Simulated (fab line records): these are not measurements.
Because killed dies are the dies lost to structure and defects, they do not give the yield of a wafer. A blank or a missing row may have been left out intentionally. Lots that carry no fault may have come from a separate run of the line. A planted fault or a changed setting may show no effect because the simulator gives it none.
Chamber matching	flow n5Finfet	N5_FIN_SAQP_ETCH_64 on rieSi-04 has 4 sister chambers
The step etches SiO2 in CF4, target depth 1.5 nm. 7 wafers are shown with their chamber, then 7 later ones without.

## WAFERS, EACH WITH ITS CHAMBER
wafer	chamber	drypumpMotorCurrentA (A)	oesProductAu (a.u.)
L087.5	1	5.1	0.999
L093.5	3	5.8	1.003
L094.1	0	6.4	1.013
L094.2	2	6.1	1.033
L094.4	3	5.9	0.997
L095.1	2	6.1	1.027
L095.4	0	6.4	1.023

## WAFERS WITH NO CHAMBER GIVEN
wafer	drypumpMotorCurrentA (A)	oesProductAu (a.u.)
L095.5	5.1	0.997
L096.1	6.1	1.027
L096.2	5.1	0.996
L096.3	6.4	1.018
L097.1	6.1	1.043
L097.2	5.9	1.017
L097.6	5.8	1.004

## CHAMBER TAKEN BY EACH
wafer	from the rows above	in truth
L095.5	1	1
L096.1	2	2
L096.2	1	1
L096.3	0	0
L097.1	2	2
L097.2	3	3
L097.6	3	3
Correctly placed: 7 of 7. Not placeable from these rows: 0. 0 placed wrongly.
How it was worked out, from the rows above alone: a wafer's distance from a chamber is the root of the sum, over the readings, of the square of ((its reading less the chamber's mean) divided by the reading's scatter). The wafer belongs to the nearest chamber; if the next one is less than 2 further off, it can't be placed. The mean given for a chamber averages the wafers shown for that chamber. The scatter is the square root of a quotient: the sum, over the shown wafers, of each reading's squared deviation from its chamber's mean, divided by wafers minus chambers.
